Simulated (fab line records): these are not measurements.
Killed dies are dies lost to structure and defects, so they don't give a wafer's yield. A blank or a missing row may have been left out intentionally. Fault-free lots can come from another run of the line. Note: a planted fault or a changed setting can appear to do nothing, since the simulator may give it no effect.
fab line records -- flow nandHarc
[record] lots = 14, wafers = 42, lastDay = 34
route steps=1302 shown A_STAIRCASE@831
lots with no fault: from the same line, run without faults
startH: hours from the record's first day to the start of the lot's first wafer shown -- waitH: hours from the lot's prior step to this one -- " the same as in the row above -- L1.1+2: a single row standing in for several wafers -- - either no value or no given start -- * or withheld: withheld -- < > ~ a bound
route shown NAME@n: a module of which the file shows steps, and the number in the route of the first -- usual: mean and standard deviation over wafers with no fault -- same: alike in all rows -- chamber/n: place in a boat -- sites: readings site by site -- _std_site: their standard deviation -- _edge_site: inner sites' mean taken away from outer sites' mean -- radiusMm: how far each site lies from the wafer's centre -- mask NAME#n: copy n -- behind: the last tool/chamber to shape the wafer -- hold: why the lot was held/for how many hours/how that ended -- device: transistor that didn't switch, given as n, p or np -- end of line: the tests these same wafers got at the end of their route -- step lacking rows: just its recipe -- killed: the dies lost at the first sort to structure and to defects; this is not the yield of the wafer -- map: the dies of a wafer, with x for killed, . for not killed, _ for no die there
set.NAME: the setting that was run; set.NAME@STEP: the one run at that earlier step -- model.NAME: the simulator's own value behind a step, which no gauge read
the route's steps for a sample of lots (tables are steps, rows are wafers)
services: the hour from which a tool's chamber was out of use, counted from the record's first day as startH (under 0 if before that day), plus the number of hours and why
[[steps]]
[step NHARC_A_STAIRCASE_ETCH_313]
[recipe] cf4FlowSccm = 100, chf3FlowSccm = 30, arFlowSccm = 0, rfW = 500, biasW = 200, chemistry = CF4/CHF3
[usual] biasW = 200.1/0.62, cf4FlowSccm = 100.0/0.31, drypumpMotorCurrentA = 5.7/0.37, oesProductAu = 0.935/0.019, rfVppV = 370.2/2.3, showerheadPlenumPTorr = 1.57/0.066, throttleValvePct = 16.803/0.0088
lot.wafer,tool,chamber,startH,waitH,biasW,cf4FlowSccm,drypumpMotorCurrentA,oesProductAu,rfHoursCounterH,rfVppV,showerheadPlenumPTorr,throttleValvePct
L413.2,rieDiel-01,3,407.34,0.1,199.8,100.1,6.2,0.923,5,367.8,1.50,16.804
L413.4,rieDiel-01,0,407.34,0.1,200.1,99.6,5.4,0.936,3,369.1,1.52,16.793
L413.1,rieDiel-01,1,407.34,0.1,199.9,99.8,5.6,0.931,5,370.9,1.59,16.810
L414.2,rieDiel-06,1,419.87,0.1,199.7,100.5,5.8,0.916,39,373.5,1.66,16.813
L414.4,rieDiel-06,2,419.87,0.1,199.8,99.7,5.3,0.922,43,375.4,1.69,16.805
L414.5,rieDiel-06,3,419.87,0.1,199.9,100.5,5.8,0.931,-,375.6,1.68,16.806
L417.4,rieDiel-01,1,455.17,0.1,199.6,100.0,5.7,0.924,20,371.6,1.59,16.804
L417.6,rieDiel-01,0,455.17,0.1,200.6,99.9,5.4,0.926,-,368.5,1.52,16.805
L417.5,rieDiel-01,1,455.17,0.1,198.7,100.2,5.6,0.923,-,370.8,1.59,16.813
L419.3,rieDiel-01,3,464.81,0.2,199.9,100.2,6.2,0.933,27,368.6,1.49,16.792
L419.2,rieDiel-01,0,464.81,0.2,199.9,99.9,5.3,0.934,23,367.7,1.52,16.800
L419.5,rieDiel-01,2,464.81,0.2,199.0,99.3,5.9,0.926,-,371.7,1.56,16.820
L418.4,rieDiel-01,3,466.70,0.1,198.2,100.9,6.2,0.919,28,368.4,1.49,16.795
L418.6,rieDiel-01,1,466.70,0.1,200.0,99.7,5.6,0.925,-,371.2,1.59,16.809
L418.5,rieDiel-01,2,466.70,0.1,199.6,100.3,6.0,0.929,-,370.6,1.57,16.787
L421.2,rieDiel-01,3,497.48,0.1,200.1,100.1,6.2,0.932,39,367.1,1.49,16.797
L421.3,rieDiel-01,1,497.48,0.1,200.5,100.0,5.6,0.915,38,369.8,1.59,16.800
L421.6,rieDiel-01,3,497.48,0.1,199.3,100.5,6.2,0.925,-,369.0,1.49,16.809
L424.4,rieDiel-06,1,516.70,0.1,200.6,99.9,5.8,0.920,3,372.4,1.66,16.802
L424.2,rieDiel-06,0,516.70,0.1,198.8,100.1,6.2,0.924,3,372.4,1.63,16.819
L424.5,rieDiel-06,2,516.70,0.1,200.1,99.4,5.3,0.926,-,374.6,1.68,16.794
L425.1,rieDiel-07,3,519.13,0.1,199.5,99.5,5.8,0.917,11,367.4,1.54,16.791
L425.4,rieDiel-07,0,519.13,0.1,200.0,100.3,5.0,0.937,12,367.6,1.50,16.808
L425.2,rieDiel-07,2,519.13,0.1,199.6,99.6,5.5,0.919,11,369.3,1.53,16.793
L426.1,rieDiel-01,3,547.57,0.1,200.0,100.1,6.2,0.924,59,366.8,1.49,16.817
L426.4,rieDiel-01,0,547.57,0.1,199.9,99.9,5.3,0.931,52,368.4,1.51,16.810
L426.3,rieDiel-01,2,547.57,0.1,200.6,99.8,6.0,0.925,66,370.3,1.56,16.807
L428.2,rieDiel-07,1,553.60,0.1,200.3,100.1,5.3,0.957,21,373.4,1.67,16.820
L428.3,rieDiel-07,3,553.60,0.1,201.5,100.0,5.8,0.948,24,368.5,1.53,16.804
L428.5,rieDiel-07,1,553.60,0.1,199.8,100.0,5.4,0.961,-,373.6,1.67,16.796
L429.2,rieDiel-07,3,571.82,0.1,200.4,100.2,5.8,0.910,31,368.8,1.53,16.787
L429.3,rieDiel-07,0,571.82,0.1,200.6,99.6,5.0,0.936,28,368.0,1.49,16.804
L429.6,rieDiel-07,3,571.82,0.1,199.8,100.1,5.8,0.917,-,368.7,1.53,16.804
L432.2,rieDiel-01,2,592.78,0.1,199.7,100.0,5.9,0.975,6,371.3,1.55,16.820
L432.4,rieDiel-01,3,592.78,0.1,200.5,99.9,6.2,0.951,5,367.1,1.48,16.800
L432.6,rieDiel-01,1,592.78,0.1,200.3,100.3,5.7,0.969,-,370.3,1.58,16.792
L431.4,rieDiel-01,3,596.07,0.1,200.5,99.9,6.2,0.914,6,367.9,1.48,16.797
L431.2,rieDiel-01,2,596.07,0.1,199.6,100.4,5.9,0.923,7,370.1,1.55,16.800
L431.5,rieDiel-01,3,596.07,0.1,201.0,100.2,6.2,0.921,-,367.0,1.48,16.782
L433.1,rieDiel-07,1,628.00,0.1,199.7,100.1,5.3,0.979,49,372.8,1.66,16.797
L433.3,rieDiel-07,2,628.00,0.1,199.3,100.2,5.5,0.969,44,369.2,1.52,16.810
L433.5,rieDiel-07,3,628.00,0.1,199.2,100.1,5.8,0.955,-,368.8,1.53,16.806
[step NHARC_A_STAIRCASE_ETCH_315]
[recipe] targetDepthA = 25000, timeS = 607.1, ionEnergyEv = 800, c4f8FlowSccm = 80, o2FlowSccm = 60, arFlowSccm = withheld, rfW = 600, biasW = 3000, chemistry = C4F8/O2/Ar
[usual] biasW = 3001/8.8, oesProductAu = 0.932/0.011, rfVppV = 1826/11
[same] timeS = 607.1
lot.wafer,tool,chamber,startH,waitH,biasW,oesProductAu,rfHoursCounterH,rfVppV
L413.4,rieDiel-01,2,-,-,3012,0.932,6,1826
L413.2,rieDiel-01,0,-,-,3002,0.940,4,1818
L413.1,rieDiel-01,1,-,-,2999,0.931,6,1831
L414.4,rieDiel-06,3,-,-,2991,0.931,43,1844
L414.2,rieDiel-06,0,-,-,3000,0.950,22,1837
L414.5,rieDiel-06,1,-,-,3011,0.927,-,1841
L417.4,rieDiel-01,3,-,-,3000,0.929,23,1813
L417.6,rieDiel-01,1,-,-,3005,0.923,-,1828
L417.5,rieDiel-01,2,-,-,3018,0.926,-,1825
L419.3,rieDiel-01,3,-,-,3003,0.924,28,1814
L419.2,rieDiel-01,2,-,-,2996,0.924,27,1825
L419.5,rieDiel-01,3,-,-,3005,0.923,-,1813
L418.4,rieDiel-01,0,-,-,3001,0.928,24,1819
L418.5,rieDiel-01,3,-,-,3009,0.922,-,1814
L418.6,rieDiel-01,0,-,-,3004,0.931,-,1816
L421.2,rieDiel-01,3,-,-,2985,0.943,40,1812
L421.3,rieDiel-01,0,-,-,2995,0.938,35,1817
L421.6,rieDiel-01,1,-,-,2996,0.922,-,1830
L424.4,rieDiel-06,3,-,-,3004,0.938,5,1843
L424.2,rieDiel-06,0,-,-,2977,0.915,4,1838
L424.5,rieDiel-06,3,-,-,2990,0.938,-,1843
L425.2,rieDiel-07,3,-,-,3011,0.916,12,1820
L425.4,rieDiel-07,0,-,-,3001,0.947,12,1813
L425.1,rieDiel-07,2,-,-,3000,0.928,11,1819
L426.4,rieDiel-01,1,-,-,3015,0.928,59,1829
L426.3,rieDiel-01,3,-,-,3002,0.940,59,1811
L426.1,rieDiel-01,0,-,-,2986,0.947,52,1816
L428.2,rieDiel-07,3,-,-,3006,0.918,24,1819
L428.3,rieDiel-07,1,-,-,3006,0.924,21,1842
L428.5,rieDiel-07,3,-,-,2997,0.922,-,1822
L429.2,rieDiel-07,3,-,-,2989,0.922,31,1820
L429.3,rieDiel-07,0,-,-,2996,0.945,28,1814
L429.6,rieDiel-07,1,-,-,2982,0.930,-,1840
L432.2,rieDiel-01,3,-,-,3014,0.937,5,1811
L432.4,rieDiel-01,0,-,-,2996,0.935,5,1817
L432.6,rieDiel-01,2,-,-,3000,0.966,-,1825
L431.4,rieDiel-01,2,-,-,3005,0.928,8,1822
L431.2,rieDiel-01,3,-,-,2996,0.930,6,1813
L431.5,rieDiel-01,3,-,-,3000,0.924,-,1812
L433.1,rieDiel-07,0,-,-,2994,0.958,46,1813
L433.3,rieDiel-07,2,-,-,3001,0.941,44,1818
L433.5,rieDiel-07,0,-,-,2989,0.966,-,1812
[step NHARC_A_STAIRCASE_ETCHBACK_416]
[recipe] targetDepthA = 360, timeS = 7.2, c4f8FlowSccm = withheld, o2FlowSccm = 8, arFlowSccm = withheld, rfW = 600, biasW = 800, chemistry = C4F8/O2/Ar
[usual] biasW = 800.3/2.4, oesProductAu = 0.933/0.025, rfVppV = 724/4.6
[same] timeS = 7.2
lot.wafer,tool,chamber,startH,waitH,biasW,oesProductAu,rfHoursCounterH,rfVppV
L413.2,rieDiel-01,2,-,-,798.4,0.909,11,724
L413.1,rieDiel-01,3,-,-,799.4,0.926,11,717
L413.4,rieDiel-01,0,-,-,801.2,0.919,6,720
L414.2,rieDiel-07,3,-,-,799.4,0.918,44,721
L414.4,rieDiel-07,1,-,-,800.6,0.933,-,731
L414.5,rieDiel-07,3,-,-,799.0,0.923,-,721
L417.4,rieDiel-06,0,-,-,801.0,0.935,34,727
L417.6,rieDiel-06,3,-,-,798.1,0.925,-,729
L417.5,rieDiel-06,0,-,-,800.2,0.930,-,727
L419.2,rieDiel-07,1,-,-,804.3,1.002,52,729
L419.3,rieDiel-07,2,-,-,803.5,0.920,50,721
L419.5,rieDiel-07,2,-,-,804.1,0.912,-,721
L418.4,rieDiel-06,3,-,-,799.1,0.918,57,730
L418.6,rieDiel-06,0,-,-,798.5,0.936,-,728
L418.5,rieDiel-06,1,-,-,799.4,0.919,-,727
L421.3,rieDiel-07,1,-,-,800.2,0.927,5,730
L421.2,rieDiel-07,2,-,-,801.7,0.920,4,721
L421.6,rieDiel-07,3,-,-,800.4,0.915,-,720
L424.4,rieDiel-01,3,-,-,797.8,0.925,46,720
L424.2,rieDiel-01,2,-,-,803.2,0.941,51,723
L424.5,rieDiel-01,3,-,-,800.4,0.915,-,717
L425.1,rieDiel-06,1,-,-,801.2,0.913,4,728
L425.2,rieDiel-06,2,-,-,793.1,0.923,6,731
L425.4,rieDiel-06,3,-,-,801.8,0.918,6,729
L426.1,rieDiel-06,2,-,-,801.9,0.910,17,730
L426.4,rieDiel-06,3,-,-,804.7,0.945,19,728
L426.3,rieDiel-06,1,-,-,796.8,0.931,13,729
L428.3,rieDiel-06,1,-,-,801.3,0.924,15,729
L428.2,rieDiel-06,2,-,-,802.3,0.912,19,729
L428.5,rieDiel-06,0,-,-,801.2,0.929,-,726
L429.3,rieDiel-07,0,-,-,798.8,0.930,29,719
L429.2,rieDiel-07,1,-,-,800.9,0.935,30,729
L429.6,rieDiel-07,0,-,-,797.7,0.936,-,719
L432.4,rieDiel-01,0,-,-,803.1,0.931,6,719
L432.2,rieDiel-01,2,-,-,800.5,0.921,8,721
L432.6,rieDiel-01,3,-,-,800.9,0.911,-,717
L431.2,rieDiel-07,3,-,-,795.8,0.908,43,720
L431.4,rieDiel-07,1,-,-,801.0,0.918,41,729
L431.5,rieDiel-07,0,-,-,805.2,0.945,-,718
L433.3,rieDiel-07,1,-,-,798.9,0.909,50,729
L433.1,rieDiel-07,2,-,-,796.8,0.919,46,721
L433.5,rieDiel-07,3,-,-,798.2,0.914,-,720
[step NHARC_A_STAIRCASE_DEP_151]
[recipe] targetThkA = 72000, tempC = 400, targetThkNm = 7200, teosFlowSccm = 200, rfW = 500, material = SiO2
[usual] heaterPowerOuterW = 371/54, heaterPowerW = 637/81
lot.wafer,tool,chamber,startH,waitH,heaterPowerOuterW,heaterPowerW
L413.1,pecvd-04,1,426.78,0.4,350,611
L413.2,pecvd-04,0,426.78,0.4,445,692
L413.4,pecvd-04,0,426.78,0.4,336,566
L414.2,pecvd-04,0,435.99,0.4,435,692
L414.5,pecvd-04,0,435.99,0.4,334,549
L414.4,pecvd-04,1,435.99,0.4,336,602
L417.6,pecvd-04,0,470.48,0.7,-,-
L417.4,pecvd-04,1,470.48,0.7,-,-
L417.5,pecvd-04,2,470.48,0.7,-,-
L419.3,pecvd-04,1,479.90,0.4,-,-
L419.2,pecvd-04,0,479.90,0.4,-,-
L419.5,pecvd-04,2,479.90,0.4,-,-
L418.5,pecvd-02,1,480.18,0.7,-,-
L418.6,pecvd-02,2,480.18,0.7,-,-
L418.4,pecvd-02,0,480.18,0.7,-,-
L421.2,pecvd-04,1,512.06,0.5,425,690
L421.3,pecvd-04,2,512.06,0.5,383,636
L421.6,pecvd-04,1,512.06,0.5,334,579
L424.2,pecvd-03,2,531.68,0.4,400,645
L424.5,pecvd-03,0,531.68,0.4,290,542
L424.4,pecvd-03,1,531.68,0.4,331,640
L425.1,pecvd-04,2,531.68,0.4,408,652
L425.2,pecvd-04,1,531.68,0.4,418,711
L425.4,pecvd-04,1,531.68,0.4,324,569
L426.3,pecvd-02,1,565.28,0.4,336,546
L426.1,pecvd-02,0,565.28,0.4,398,707
L426.4,pecvd-02,0,565.28,0.4,388,687
L428.2,pecvd-02,0,573.09,0.5,424,769
L428.3,pecvd-02,1,573.09,0.5,347,589
L428.5,pecvd-02,0,573.09,0.5,385,706
L429.3,pecvd-02,1,587.05,0.5,315,535
L429.2,pecvd-02,2,587.05,0.5,379,665
L429.6,pecvd-02,0,587.05,0.5,387,677
L432.2,pecvd-02,1,609.15,0.4,277,492
L432.4,pecvd-02,1,609.15,0.4,252,453
L432.6,pecvd-02,0,609.15,0.4,385,692
L431.2,pecvd-02,0,612.77,0.6,515,855
L431.5,pecvd-02,2,612.77,0.6,364,672
L431.4,pecvd-02,0,612.77,0.6,377,701
L433.1,pecvd-02,2,642.99,0.5,452,762
L433.3,pecvd-02,0,642.99,0.5,443,784
L433.5,pecvd-02,2,642.99,0.5,352,652
[[services]]
tool,chamber,startH,hours,kind
rieDiel-01,0,392.18,-,clean
rieDiel-01,1,392.18,-,clean
rieDiel-01,0,397.08,3.2,repair
pecvd-02,-,402.16,1.7,repair
pecvd-02,-,408.45,13.0,pm
pecvd-03,1,409.13,3.6,repair
rieDiel-07,2,418.06,6.2,repair
pecvd-03,0,430.60,7.0,repair
pecvd-04,0,436.52,10.4,repair
pecvd-04,-,450.00,13.0,pm
rieDiel-07,1,455.72,4.9,repair
rieDiel-07,-,473.83,9.0,pm
pecvd-04,-,484.27,0.7,repair
pecvd-02,0,485.00,10.6,repair
rieDiel-06,-,493.45,9.0,pm
pecvd-04,2,519.92,5.1,repair
rieDiel-07,0,521.78,16.0,repair
pecvd-03,-,547.39,13.0,pm
rieDiel-07,2,548.44,31.2,repair
rieDiel-01,-,560.43,9.0,pm
pecvd-03,1,561.33,11.7,repair
pecvd-02,-,589.45,13.0,pm
rieDiel-06,0,602.28,4.5,repair
pecvd-04,-,631.00,13.0,pm
[[key]]
[firstSign] step = NHARC_A_STAIRCASE_DEP_151, reading = toolRecord, direction = missing
effect none on later readings
metAt NHARC_A_STAIRCASE_DEP_151
struckLots L417,L418,L419
scrappedBehind NHARC_A_STAIRCASE_BOW_MEAS_321 L417.4,L417.5,L417.6,L418.4,L418.5,L418.6,L419.2,L419.3,L419.5
notActingAt NHARC_A_STAIRCASE_ETCH_313,NHARC_A_STAIRCASE_ETCH_315,NHARC_A_STAIRCASE_ETCHBACK_416
onsetBetween 435.99 470.48
[fault] kind = skippedStepWhole, tool = pecvd-02,pecvd-04, chamber = -, onsetH = 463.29, steps = NHARC_A_STAIRCASE_DEP_151, scope = struckLotsOnly
